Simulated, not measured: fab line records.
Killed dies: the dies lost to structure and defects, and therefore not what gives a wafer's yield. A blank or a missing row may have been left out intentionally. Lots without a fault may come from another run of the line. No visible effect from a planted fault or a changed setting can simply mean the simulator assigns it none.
Matching of chambers    flow n5-finfet    N5_BEOL_M1_VIA_ETCH_34 on rie-diel-04: 4 sister chambers
The step etches the open film in C4F6/O2, target depth 67.8 nm, time 64.4 s. 4 wafers are shown with their chamber, then 10 later ones without.

## WAFERS, EACH WITH ITS CHAMBER
wafer   chamber  showerhead-plenum-p-Torr (Torr)
L084.2  0        2.83
L084.5  2        2.82
L085.2  3        2.68
L085.3  1        2.95

## WAFERS MISSING THEIR CHAMBER
wafer   showerhead-plenum-p-Torr (Torr)
L085.5  2.68
L091.1  2.81
L091.4  2.82
L091.5  2.82
L095.4  2.94
L095.5  2.82
L095.6  2.68
L096.1  2.81
L096.3  2.67
L096.5  2.82

## WHICH CHAMBER EACH WENT THROUGH
wafer   from the rows above      in truth
L085.5  3                        3
L091.1  can't be placed: 2 or 0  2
L091.4  can't be placed: 2 or 0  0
L091.5  can't be placed: 2 or 0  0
L095.4  1                        1
L095.5  can't be placed: 2 or 0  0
L095.6  3                        3
L096.1  can't be placed: 2 or 0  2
L096.3  3                        3
L096.5  can't be placed: 2 or 0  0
Correctly placed: 4 of 10. Not placeable from these rows: 6 (in 6, the candidates include the true chamber). Number placed wrongly: 0.
How it was worked out, from the rows above alone: a wafer's distance from a chamber is the root of the sum, over the readings, of the square of ((its reading less the chamber's mean) divided by the reading's scatter). If the next closest chamber is less than 2 further off than the closest, the wafer can't be placed; otherwise it belongs to the closest. The mean given for a chamber averages the wafers shown for that chamber. The scatter: root of mean squared gap, hidden wafer to nearest shown wafer, with one shown wafer a chamber.
